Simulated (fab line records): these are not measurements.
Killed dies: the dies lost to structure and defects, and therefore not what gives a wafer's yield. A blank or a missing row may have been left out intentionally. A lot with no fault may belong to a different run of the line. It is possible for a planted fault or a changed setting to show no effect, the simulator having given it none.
The tool behind it: which one? || flow nandHarc || Sampling: 24 lots, 72 wafers, 4 of 1302 route steps

WHAT THE GAUGES READ, wafer by wafer
NHARC_P_CONTACT_INSPECT_27.
{"lot": "L074", "measured": "day 6 07:12", "on": "defectInspect-01", "rawDefectCount": "425 358 445"}
{"lot": "L075", "measured": "day 6 13:51", "on": "defectInspect-01", "rawDefectCount": "292 301 182"}
{"lot": "L076", "measured": "day 6 15:59", "on": "defectInspect-02", "rawDefectCount": "562 451 351"}
{"lot": "L077", "measured": "day 7 03:27", "on": "defectInspect-01", "rawDefectCount": "202 160 187"}
{"lot": "L078", "measured": "day 7 17:40", "on": "defectInspect-02", "rawDefectCount": "347 297 388"}
{"lot": "L079", "measured": "day 8 00:04", "on": "defectInspect-02", "rawDefectCount": "412 206 218"}
{"lot": "L080", "measured": "day 8 13:00", "on": "defectInspect-01", "rawDefectCount": "242 306 194"}
{"lot": "L081", "measured": "day 8 21:59", "on": "defectInspect-01", "rawDefectCount": "212 355 235"}
{"lot": "L082", "measured": "day 9 06:02", "on": "defectInspect-02", "rawDefectCount": "283 286 518"}
{"lot": "L083", "measured": "day 9 20:20", "on": "defectInspect-02", "rawDefectCount": "158 163 250"}
{"lot": "L084", "measured": "day 10 08:49", "on": "defectInspect-02", "rawDefectCount": "358 299 222"}
{"lot": "L085", "measured": "day 10 14:07", "on": "defectInspect-01", "rawDefectCount": "339 377 187"}
{"lot": "L086", "measured": "day 10 20:13", "on": "defectInspect-01", "rawDefectCount": "120 198 166"}
{"lot": "L087", "measured": "day 11 07:21", "on": "defectInspect-01", "rawDefectCount": "578 323 408"}
{"lot": "L088", "measured": "day 12 08:19", "on": "defectInspect-01", "rawDefectCount": "194 149 162"}
{"lot": "L090", "measured": "day 12 15:26", "on": "defectInspect-01", "rawDefectCount": "257 233 201"}
{"lot": "L089", "measured": "day 12 16:37", "on": "defectInspect-02", "rawDefectCount": "225 199 290"}
{"lot": "L091", "measured": "day 13 03:30", "on": "defectInspect-02", "rawDefectCount": "469 418 695"}
{"lot": "L092", "measured": "day 13 21:22", "on": "defectInspect-01", "rawDefectCount": "191 242 323"}
{"lot": "L094", "measured": "day 14 04:25", "on": "defectInspect-01", "rawDefectCount": "221 223 311"}
{"lot": "L093", "measured": "day 14 04:39", "on": "defectInspect-02", "rawDefectCount": "452 433 334"}
{"lot": "L095", "measured": "day 14 16:00", "on": "defectInspect-01", "rawDefectCount": "383 336 272"}
{"lot": "L096", "measured": "day 15 03:03", "on": "defectInspect-01", "rawDefectCount": "236 98 171"}
{"lot": "L097", "measured": "day 15 11:41", "on": "defectInspect-01", "rawDefectCount": "166 268 184"}

NHARC_P_M1_CD_MEAS_09 targets a cd of 130 nm.
{"lot": "L074", "measured": "day 6 12:09", "on": "cdSem-01", "cdNm (nm)": "129.4 130.3 129.6"}
{"lot": "L075", "measured": "day 6 18:41", "on": "cdSem-01", "cdNm (nm)": "130.0 129.5 130.0"}
{"lot": "L076", "measured": "day 6 20:48", "on": "cdSem-03", "cdNm (nm)": "129.9 130.6 130.4"}
{"lot": "L077", "measured": "day 7 08:31", "on": "cdSem-01", "cdNm (nm)": "129.5 129.4 129.2"}
{"lot": "L078", "measured": "day 7 22:31", "on": "cdSem-01", "cdNm (nm)": "129.8 129.6 130.3"}
{"lot": "L079", "measured": "day 8 05:01", "on": "cdSem-01", "cdNm (nm)": "130.2 129.7 129.9"}
{"lot": "L080", "measured": "day 8 17:52", "on": "cdSem-01", "cdNm (nm)": "129.8 129.5 129.8"}
{"lot": "L081", "measured": "day 9 02:56", "on": "cdSem-03", "cdNm (nm)": "130.5 130.6 130.6"}
{"lot": "L082", "measured": "day 9 10:53", "on": "cdSem-03", "cdNm (nm)": "129.9 130.1 129.9"}
{"lot": "L083", "measured": "day 10 01:16", "on": "cdSem-01", "cdNm (nm)": "129.1 129.6 129.3"}
{"lot": "L084", "measured": "day 10 14:07", "on": "cdSem-01", "cdNm (nm)": "127.8 129.4 129.6"}
{"lot": "L085", "measured": "day 10 19:19", "on": "cdSem-03", "cdNm (nm)": "130.5 130.1 129.7"}
{"lot": "L086", "measured": "day 11 01:33", "on": "cdSem-03", "cdNm (nm)": "129.4 129.7 130.8"}
{"lot": "L087", "measured": "day 11 12:11", "on": "cdSem-02", "cdNm (nm)": "129.2 130.4 130.6"}
{"lot": "L088", "measured": "day 12 13:09", "on": "cdSem-03", "cdNm (nm)": "128.8 129.4 130.9"}
{"lot": "L090", "measured": "day 12 20:17", "on": "cdSem-01", "cdNm (nm)": "130.8 129.7 130.1"}
{"lot": "L089", "measured": "day 12 21:50", "on": "cdSem-01", "cdNm (nm)": "131.0 130.7 129.5"}
{"lot": "L091", "measured": "day 13 08:44", "on": "cdSem-03", "cdNm (nm)": "129.8 129.7 130.8"}
{"lot": "L092", "measured": "day 14 02:21", "on": "cdSem-01", "cdNm (nm)": "129.5 129.8 130.8"}
{"lot": "L094", "measured": "day 14 09:34", "on": "cdSem-02", "cdNm (nm)": "129.4 129.7 129.3"}
{"lot": "L093", "measured": "day 14 09:50", "on": "cdSem-01", "cdNm (nm)": "130.5 129.2 130.2"}
{"lot": "L095", "measured": "day 14 20:48", "on": "cdSem-01", "cdNm (nm)": "130.7 130.3 130.1"}
{"lot": "L096", "measured": "day 15 07:53", "on": "cdSem-02", "cdNm (nm)": "129.7 129.2 129.8"}
{"lot": "L097", "measured": "day 15 16:51", "on": "cdSem-03", "cdNm (nm)": "130.1 131.4 130.5"}

NHARC_P_M1_OVL_MEAS_10: pitch 260 nm.
{"lot": "L074", "measured": "day 6 12:14", "on": "overlay-01", "overlayXNm (nm)": "0.4 0.9 0.5", "overlayYNm (nm)": "-2.2 -1.9 -1.7"}
{"lot": "L075", "measured": "day 6 18:47", "on": "overlay-02", "overlayXNm (nm)": "0.8 0.3 0.7", "overlayYNm (nm)": "-1.3 -1.1 -1.5"}
{"lot": "L076", "measured": "day 6 20:53", "on": "overlay-01", "overlayXNm (nm)": "-0.2 -0.2 -0.2", "overlayYNm (nm)": "-0.1 -0.4 -0.1"}
{"lot": "L077", "measured": "day 7 08:37", "on": "overlay-01", "overlayXNm (nm)": "-0.3 -0.2 0.6", "overlayYNm (nm)": "0.7 0.2 0.5"}
{"lot": "L078", "measured": "day 7 22:36", "on": "overlay-02", "overlayXNm (nm)": "-0.7 -0.4 -0.8", "overlayYNm (nm)": "1.0 0.6 0.6"}
{"lot": "L079", "measured": "day 8 05:05", "on": "overlay-01", "overlayXNm (nm)": "-0.1 -0.7 0.1", "overlayYNm (nm)": "-0.3 0.0 -0.4"}
{"lot": "L080", "measured": "day 8 17:57", "on": "overlay-02", "overlayXNm (nm)": "0.3 0.5 -0.1", "overlayYNm (nm)": "0.1 0.0 0.6"}
{"lot": "L081", "measured": "day 9 03:02", "on": "overlay-02", "overlayXNm (nm)": "0.3 0.4 0.5", "overlayYNm (nm)": "-0.7 0.0 -0.6"}
{"lot": "L082", "measured": "day 9 10:58", "on": "overlay-01", "overlayXNm (nm)": "-0.5 -0.7 -0.6", "overlayYNm (nm)": "-0.6 -0.3 -0.7"}
{"lot": "L083", "measured": "day 10 01:22", "on": "overlay-02", "overlayXNm (nm)": "-0.4 -0.4 -0.4", "overlayYNm (nm)": "0.7 0.5 0.2"}
{"lot": "L084", "measured": "day 10 14:13", "on": "overlay-02", "overlayXNm (nm)": "0.1 -0.5 -0.2", "overlayYNm (nm)": "-0.2 -1.2 -0.8"}
{"lot": "L085", "measured": "day 10 19:24", "on": "overlay-01", "overlayXNm (nm)": "-0.6 0.3 -0.8", "overlayYNm (nm)": "0.7 0.0 0.4"}
{"lot": "L086", "measured": "day 11 01:38", "on": "overlay-01", "overlayXNm (nm)": "-0.6 -0.4 0.0", "overlayYNm (nm)": "-0.7 0.1 -0.5"}
{"lot": "L087", "measured": "day 11 12:16", "on": "overlay-01", "overlayXNm (nm)": "-0.7 0.0 -0.2", "overlayYNm (nm)": "0.1 0.0 0.2"}
{"lot": "L088", "measured": "day 12 13:14", "on": "overlay-02", "overlayXNm (nm)": "-1.4 -0.7 -1.2", "overlayYNm (nm)": "-0.1 -0.1 -0.1"}
{"lot": "L090", "measured": "day 12 20:22", "on": "overlay-01", "overlayXNm (nm)": "1.5 0.9 1.1", "overlayYNm (nm)": "1.1 0.6 0.4"}
{"lot": "L089", "measured": "day 12 21:56", "on": "overlay-02", "overlayXNm (nm)": "-1.0 -1.2 -0.8", "overlayYNm (nm)": "-0.2 0.3 -0.1"}
{"lot": "L091", "measured": "day 13 08:49", "on": "overlay-01", "overlayXNm (nm)": "0.9 1.2 0.8", "overlayYNm (nm)": "-0.2 -0.3 -0.2"}
{"lot": "L092", "measured": "day 14 02:26", "on": "overlay-02", "overlayXNm (nm)": "0.0 0.4 0.4", "overlayYNm (nm)": "0.7 0.6 0.2"}
{"lot": "L094", "measured": "day 14 09:39", "on": "overlay-01", "overlayXNm (nm)": "-0.3 0.4 -0.8", "overlayYNm (nm)": "-0.5 -0.6 -0.1"}
{"lot": "L093", "measured": "day 14 09:55", "on": "overlay-02", "overlayXNm (nm)": "-0.6 -1.1 -0.8", "overlayYNm (nm)": "0.3 0.1 0.0"}
{"lot": "L095", "measured": "day 14 20:53", "on": "overlay-01", "overlayXNm (nm)": "-0.9 -0.6 -1.0", "overlayYNm (nm)": "0.5 -0.2 0.4"}
{"lot": "L096", "measured": "day 15 07:58", "on": "overlay-01", "overlayXNm (nm)": "0.9 0.7 0.3", "overlayYNm (nm)": "-0.6 -0.8 -0.6"}
{"lot": "L097", "measured": "day 15 16:56", "on": "overlay-02", "overlayXNm (nm)": "-1.3 -0.9 -1.3", "overlayYNm (nm)": "0.7 0.7 1.4"}

EACH LOT AND THE TOOL THAT RAN IT (in order: tool; ch and the chambers of the sampled wafers; start)
{"lot": "L074", "NHARC_P_M0_PRE_CLEAN_29": "pvdSputter-01, day 6 12:09 or earlier"}
{"lot": "L075", "NHARC_P_M0_PRE_CLEAN_29": "pvdSputter-03, day 6 18:41 or earlier"}
{"lot": "L076", "NHARC_P_M0_PRE_CLEAN_29": "pvdSputter-01, day 6 20:48 or earlier"}
{"lot": "L077", "NHARC_P_M0_PRE_CLEAN_29": "pvdSputter-01, day 7 08:31 or earlier"}
{"lot": "L078", "NHARC_P_M0_PRE_CLEAN_29": "pvdSputter-01, day 7 22:31 or earlier"}
{"lot": "L079", "NHARC_P_M0_PRE_CLEAN_29": "pvdSputter-01, day 8 05:01 or earlier"}
{"lot": "L080", "NHARC_P_M0_PRE_CLEAN_29": "pvdSputter-02, day 8 17:52 or earlier"}
{"lot": "L081", "NHARC_P_M0_PRE_CLEAN_29": "pvdSputter-02, day 9 02:56 or earlier"}
{"lot": "L082", "NHARC_P_M0_PRE_CLEAN_29": "pvdSputter-03, day 9 10:53 or earlier"}
{"lot": "L083", "NHARC_P_M0_PRE_CLEAN_29": "pvdSputter-03, day 10 01:16 or earlier"}
{"lot": "L084", "NHARC_P_M0_PRE_CLEAN_29": "pvdSputter-01, day 10 14:07 or earlier"}
{"lot": "L085", "NHARC_P_M0_PRE_CLEAN_29": "pvdSputter-01, day 10 19:19 or earlier"}
{"lot": "L086", "NHARC_P_M0_PRE_CLEAN_29": "pvdSputter-01, day 11 01:33 or earlier"}
{"lot": "L087", "NHARC_P_M0_PRE_CLEAN_29": "pvdSputter-01, day 11 12:11 or earlier"}
{"lot": "L088", "NHARC_P_M0_PRE_CLEAN_29": "pvdSputter-02, day 12 13:09 or earlier"}
{"lot": "L090", "NHARC_P_M0_PRE_CLEAN_29": "pvdSputter-01, day 12 20:17 or earlier"}
{"lot": "L089", "NHARC_P_M0_PRE_CLEAN_29": "pvdSputter-03, day 12 21:50 or earlier"}
{"lot": "L091", "NHARC_P_M0_PRE_CLEAN_29": "pvdSputter-01, day 13 08:44 or earlier"}
{"lot": "L092", "NHARC_P_M0_PRE_CLEAN_29": "pvdSputter-01, day 14 02:21 or earlier"}
{"lot": "L094", "NHARC_P_M0_PRE_CLEAN_29": "pvdSputter-02, day 14 09:34 or earlier"}
{"lot": "L093", "NHARC_P_M0_PRE_CLEAN_29": "pvdSputter-03, day 14 09:50 or earlier"}
{"lot": "L095", "NHARC_P_M0_PRE_CLEAN_29": "pvdSputter-02, day 14 20:48 or earlier"}
{"lot": "L096", "NHARC_P_M0_PRE_CLEAN_29": "pvdSputter-02, day 15 07:53 or earlier"}
{"lot": "L097", "NHARC_P_M0_PRE_CLEAN_29": "pvdSputter-01, day 15 16:51 or earlier"}
- NHARC_P_M0_PRE_CLEAN_29: time 30 s.

AS READ BY THE TOOLS THEMSELVES (means over the sampled wafers that have a number; for cases with no such wafer, the mark the record gives instead)
NHARC_P_M0_PRE_CLEAN_29.
{"lot": "L074", "tool": "pvdSputter-01", "heaterPowerW (W)": 397}
{"lot": "L075", "tool": "pvdSputter-03", "heaterPowerW (W)": 389}
{"lot": "L076", "tool": "pvdSputter-01", "heaterPowerW (W)": 372}
{"lot": "L077", "tool": "pvdSputter-01", "heaterPowerW (W)": 351}
{"lot": "L078", "tool": "pvdSputter-01", "heaterPowerW (W)": 406}
{"lot": "L079", "tool": "pvdSputter-01", "heaterPowerW (W)": 370}
{"lot": "L080", "tool": "pvdSputter-02", "heaterPowerW (W)": 395}
{"lot": "L081", "tool": "pvdSputter-02", "heaterPowerW (W)": 402}
{"lot": "L082", "tool": "pvdSputter-03", "heaterPowerW (W)": 396}
{"lot": "L083", "tool": "pvdSputter-03", "heaterPowerW (W)": 396}
{"lot": "L084", "tool": "pvdSputter-01", "heaterPowerW (W)": 373}
{"lot": "L085", "tool": "pvdSputter-01", "heaterPowerW (W)": 368}
{"lot": "L086", "tool": "pvdSputter-01", "heaterPowerW (W)": 393}
{"lot": "L087", "tool": "pvdSputter-01", "heaterPowerW (W)": 391}
{"lot": "L088", "tool": "pvdSputter-02", "heaterPowerW (W)": 400}
{"lot": "L090", "tool": "pvdSputter-01", "heaterPowerW (W)": 402}
{"lot": "L089", "tool": "pvdSputter-03", "heaterPowerW (W)": 426}
{"lot": "L091", "tool": "pvdSputter-01", "heaterPowerW (W)": 373}
{"lot": "L092", "tool": "pvdSputter-01", "heaterPowerW (W)": 382}
{"lot": "L094", "tool": "pvdSputter-02", "heaterPowerW (W)": 340}
{"lot": "L093", "tool": "pvdSputter-03", "heaterPowerW (W)": 430}
{"lot": "L095", "tool": "pvdSputter-02", "heaterPowerW (W)": 387}
{"lot": "L096", "tool": "pvdSputter-02", "heaterPowerW (W)": 390}
{"lot": "L097", "tool": "pvdSputter-01", "heaterPowerW (W)": 414}

THE ANSWER, worked out from the rows above alone
Rule: what is usual is taken from the lots themselves. Put in order of their means at a reading, lots are off if they are a third of the lots or fewer, leave a main group of 4 or more, and stand apart from it by a gap of 3 or more times the standard deviation of the main group's means; of several such gaps the widest counts. The tables above print the reading to a certain number of digits; a main group whose means all agree to those digits is not used. A lot without any number at a reading at which 4 lots or more have one is off too. All remaining lots with rows at the step are treated as sound. The gauges are gone through in route order, then the tools' own readings, and for those a lot's mean is taken as printed above. At the first step where some lot is off, the reading lying furthest off is the one used; lots without a number count as furthest.
No lot is off at any reading shown: from this, nothing can be told.

WHAT THE SIMULATOR HAD PUT IN
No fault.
